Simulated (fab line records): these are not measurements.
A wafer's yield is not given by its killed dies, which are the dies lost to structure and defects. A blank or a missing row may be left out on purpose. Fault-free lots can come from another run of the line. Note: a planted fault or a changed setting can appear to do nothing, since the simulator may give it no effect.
Which tool is to blame? -- flow nandHarc -- 42 wafers from 14 lots sampled at 4 of the route's 1159 steps

## WHAT THE GAUGES SHOWED, per wafer
The record holds no reading of a measuring or inspecting step that can be judged against a usual standard deviation.

## EACH LOT AND THE TOOL THAT RAN IT (in order: tool; ch and the chambers of the sampled wafers; start)
lot,NHARC_P_GATE_DESCUM_93,NHARC_P_GATE_DEGAS_109,NHARC_P_CONTACT_DEP_00,NHARC_P_CONTACT_ETCH_35
L388,"rieDiel-06 ch 0,1,2, day 5 12:02","pvdSputter-01, day 5 14:00","pecvd-04 ch 0,1, day 5 15:19","rieDiel-12 ch 0,2,3, day 5 16:51"
L390,"rieDiel-03 ch 2,3, day 5 18:23","pvdSputter-01, day 5 20:31","pecvd-01 ch 0,1, day 5 21:58","rieDiel-12 ch 0,3, day 5 23:32"
L389,"rieDiel-06 ch 0,3, day 5 19:05","pvdSputter-01, day 5 21:37","pecvd-01 ch 0,2, day 5 23:16","rieDiel-12 ch 1,2, day 6 00:52"
L391,"rieDiel-10 ch 1,2, day 6 00:28","pvdSputter-03, day 6 02:36","pecvd-01 ch 0,1, day 6 04:41","rieDiel-02 ch 1,2,3, day 6 06:14"
L392,"rieDiel-03 ch 0,2, day 6 12:28","pvdSputter-01, day 6 14:26","pecvd-02 ch 0,1,2, day 6 15:41","rieDiel-02 ch 0,1,2, day 6 17:17"
L393,"rieDiel-03 ch 0,1,2, day 6 15:09","pvdSputter-02, day 6 17:06","pecvd-01 ch 0,1,2, day 6 18:26","rieDiel-05 ch 0,2, day 6 20:02"
L401,"rieDiel-06 ch 0,2,3, day 8 14:23","pvdSputter-03, day 8 16:18","pecvd-01 ch 0,2, day 8 17:40","rieDiel-12 ch 2,3, day 8 19:12"
L402,"rieDiel-10 ch 1,2,3, day 8 23:40","pvdSputter-01, day 9 02:11","pecvd-01 ch 0,1, day 9 03:46","rieDiel-12 ch 2,3, day 9 05:20"
L406,"rieDiel-06 ch 0,1,2, day 10 02:25","pvdSputter-01, day 10 04:22","pecvd-02 ch 0,1, day 10 05:36","rieDiel-12 ch 1,2, day 10 07:12"
L407,"rieDiel-06 ch 0,3, day 10 04:29","pvdSputter-03, day 10 06:25","pecvd-02 ch 0,2, day 10 07:44","rieDiel-05 ch 0,2,3, day 10 09:18"
L408,"rieDiel-06 ch 1,2,3, day 10 10:17","pvdSputter-02, day 10 12:16","pecvd-04 ch 0,1,2, day 10 13:34","rieDiel-12 ch 0,1,2, day 10 15:07"
L409,"rieDiel-06 ch 0,1, day 10 15:35","pvdSputter-03, day 10 17:32","pecvd-04 ch 0,1,2, day 10 18:58","rieDiel-05 ch 0,3, day 10 20:24"
L410,"rieDiel-03 ch 1,2, day 10 21:29","pvdSputter-02, day 10 23:28","pecvd-02 ch 0,1,2, day 11 00:49","rieDiel-12 ch 1,2,3, day 11 02:19"
L411,"rieDiel-03 ch 0,1, day 11 11:09","pvdSputter-03, day 11 13:11","pecvd-02 ch 0,1,2, day 11 14:50","rieDiel-02 ch 1,2,3, day 11 20:26"
- NHARC_P_GATE_DESCUM_93: chemistry O2, time 3 s.
- NHARC_P_GATE_DEGAS_109: time 60 s.
- NHARC_P_CONTACT_DEP_00: deposits SiO2, target thk 500 nm.
- NHARC_P_CONTACT_ETCH_35: etches the open film in CF4, target depth 39 nm, time 65 s.

## WHAT THE TOOLS THEMSELVES READ (means of the sampled wafers that have a number; where no wafer has one, the mark that the record gives instead)
NHARC_P_GATE_DESCUM_93. Usual: chamberPressureMTorr 60.00 mTorr, standard deviation 0.057; drypumpMotorCurrentA 5.9 A, standard deviation 0.42; oesProductAu 0.998 a.u., standard deviation 0.012; rfVppV 57.8 V, standard deviation 0.9; showerheadPlenumPTorr 1.93 Torr, standard deviation 0.065; throttleValvePct 11.312 %, standard deviation 0.0084.
lot,tool,chamberPressureMTorr (mTorr),drypumpMotorCurrentA (A),oesProductAu (a.u.),rfVppV (V),showerheadPlenumPTorr (Torr),throttleValvePct (%),flag
L388,rieDiel-06,60.03,5.8,1.001,58.5,1.92,11.311,
L390,rieDiel-03,59.98,5.7,0.976,58.7,2.02,11.313,
L389,rieDiel-06,59.96,6.2,1.000,58.2,1.97,11.307,
L391,rieDiel-10,59.99,6.6,0.999,57.8,1.91,11.315,
L392,rieDiel-03,60.00,5.9,0.986,57.9,2.00,11.314,
L393,rieDiel-03,60.03,5.9,0.987,58.5,1.92,11.311,
L401,rieDiel-06,59.98,5.9,1.002,57.9,1.93,11.310,
L402,rieDiel-10,60.05,6.0,1.004,57.8,1.89,11.307,
L406,rieDiel-06,60.03,5.8,0.993,58.4,1.91,11.321,
L407,rieDiel-06,59.95,6.1,1.014,57.6,1.96,11.308,
L408,rieDiel-06,59.97,5.7,1.005,56.8,1.91,11.313,
L409,rieDiel-06,59.97,6.0,0.998,57.5,1.94,11.320,
L410,rieDiel-03,60.03,5.6,0.995,59.0,1.97,11.312,
L411,rieDiel-03,60.00,6.2,1.001,57.6,1.86,11.305,

NHARC_P_GATE_DEGAS_109. Usual: heaterPowerW at 451 W, with a standard deviation of 47.
lot,tool,heaterPowerW (W),flag
L388,pvdSputter-01,452,
L390,pvdSputter-01,490,
L389,pvdSputter-01,486,
L391,pvdSputter-03,442,
L392,pvdSputter-01,486,
L393,pvdSputter-02,469,
L401,pvdSputter-03,410,
L402,pvdSputter-01,464,
L406,pvdSputter-01,422,
L407,pvdSputter-03,435,
L408,pvdSputter-02,455,
L409,pvdSputter-03,426,
L410,pvdSputter-02,480,
L411,pvdSputter-03,445,

NHARC_P_CONTACT_DEP_00. Usual: flowSccm 2650 sccm, standard deviation 8; heaterPowerOuterW 322 W, standard deviation 66; heaterPowerW 570 W, standard deviation 88; mfcPrecursorSccm 161.4 sccm, standard deviation 0.47; showerheadVppV 1833 V, standard deviation 81; throttleValvePct 15.8 %, standard deviation 0.5.
lot,tool,flowSccm (sccm),heaterPowerOuterW (W),heaterPowerW (W),mfcPrecursorSccm (sccm),showerheadVppV (V),throttleValvePct (%),flag
L388,pecvd-04,2642,253,494,161.3,1872,16.0,
L390,pecvd-01,2651,357,607,161.0,1759,15.8,
L389,pecvd-01,2653,300,503,161.0,1877,15.8,
L391,pecvd-01,2652,363,602,161.2,1726,16.0,
L392,pecvd-02,2651,323,581,161.9,1827,15.6,
L393,pecvd-01,2645,285,508,161.5,1803,15.8,
L401,pecvd-01,2647,359,580,61.1,1866,14.8,OFF
L402,pecvd-01,2645,304,555,60.8,1746,14.9,OFF
L406,pecvd-02,2654,390,644,161.2,1832,15.9,
L407,pecvd-02,2648,249,487,161.7,1806,15.1,
L408,pecvd-04,2647,286,549,161.9,1901,15.7,
L409,pecvd-04,2649,304,573,161.5,1891,15.7,
L410,pecvd-02,2649,338,595,161.2,1795,15.5,
L411,pecvd-02,2653,354,613,160.9,1811,15.3,

NHARC_P_CONTACT_ETCH_35. Usual: value, then standard deviation, for each; cf4FlowSccm 150.0 sccm / 0.56; chamberPressureMTorr 50.00 mTorr / 0.07; drypumpMotorCurrentA 5.9 A / 0.44; oesProductAu 0.997 a.u. / 0.01; rfVppV 151.2 V / 1.2; showerheadPlenumPTorr 1.76 Torr / 0.059; throttleValvePct 13.283 % / 0.0091.
lot,tool,cf4FlowSccm (sccm),chamberPressureMTorr (mTorr),drypumpMotorCurrentA (A),oesProductAu (a.u.),rfVppV (V),showerheadPlenumPTorr (Torr),throttleValvePct (%),flag
L388,rieDiel-12,150.1,49.99,6.1,1.000,152.1,1.79,13.275,
L390,rieDiel-12,150.4,49.99,6.1,1.005,151.6,1.77,13.279,
L389,rieDiel-12,149.3,50.01,5.8,0.993,151.6,1.82,13.277,
L391,rieDiel-02,150.2,50.03,6.1,1.003,151.7,1.76,13.285,
L392,rieDiel-02,149.6,50.00,5.8,0.990,152.0,1.75,13.287,
L393,rieDiel-05,150.1,50.01,6.1,1.007,150.8,1.78,13.278,
L401,rieDiel-12,149.7,50.01,6.1,0.995,151.4,1.81,13.278,
L402,rieDiel-12,149.9,50.03,6.1,0.996,151.4,1.83,13.287,
L406,rieDiel-12,149.9,50.07,5.8,1.016,151.8,1.81,13.296,
L407,rieDiel-05,149.9,49.97,6.1,0.988,151.0,1.77,13.275,
L408,rieDiel-12,150.0,49.96,5.9,1.003,150.9,1.77,13.283,
L409,rieDiel-05,149.4,50.02,5.8,0.989,151.0,1.72,13.286,
L410,rieDiel-12,150.2,49.97,5.8,0.993,152.1,1.79,13.274,
L411,rieDiel-02,150.4,49.99,6.0,0.996,150.7,1.75,13.279,

## THE ANSWER, worked out from the rows above alone
Rule: lot off if the mean of its wafers having a number is beyond 3 standard deviations from the usual mean. Also off: a lot with no number at a reading for which 4 or more lots have one. The other lots that the step has rows for count as sound. After the gauges, taken in route order, come the tools' own readings; for these a lot's mean is taken, as printed above. At the first step where some lot is off, the reading lying furthest off is the one used; lots without a number count as furthest.
Off: L401, L402 (NHARC_P_CONTACT_DEP_00, mfcPrecursorSccm).
A tool fits if, at that step or a process step before it, it ran every lot that is off, and no sound lot after the first of them. One candidate fits, namely pecvd-01 at NHARC_P_CONTACT_DEP_00. Its last sound lot is L393 (day 6 18:26), its first lot that is off L401 (day 8 17:40): a fault that began between those two fits.
On the lots that are off, the tool's own readings at NHARC_P_CONTACT_DEP_00 differ by more than 5 times the standard deviation of the sound lots' means, which bears it out; mfcPrecursorSccm reads 61.0 sccm there versus 161.4 sccm on the sound lots.

## WHAT WAS PUT IN BY THE SIMULATOR
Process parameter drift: pecvd-01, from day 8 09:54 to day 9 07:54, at NHARC_P_CONTACT_DEP_00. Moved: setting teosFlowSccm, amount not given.
Lots struck among those shown: L401, L402. This agrees with what the rule above found.
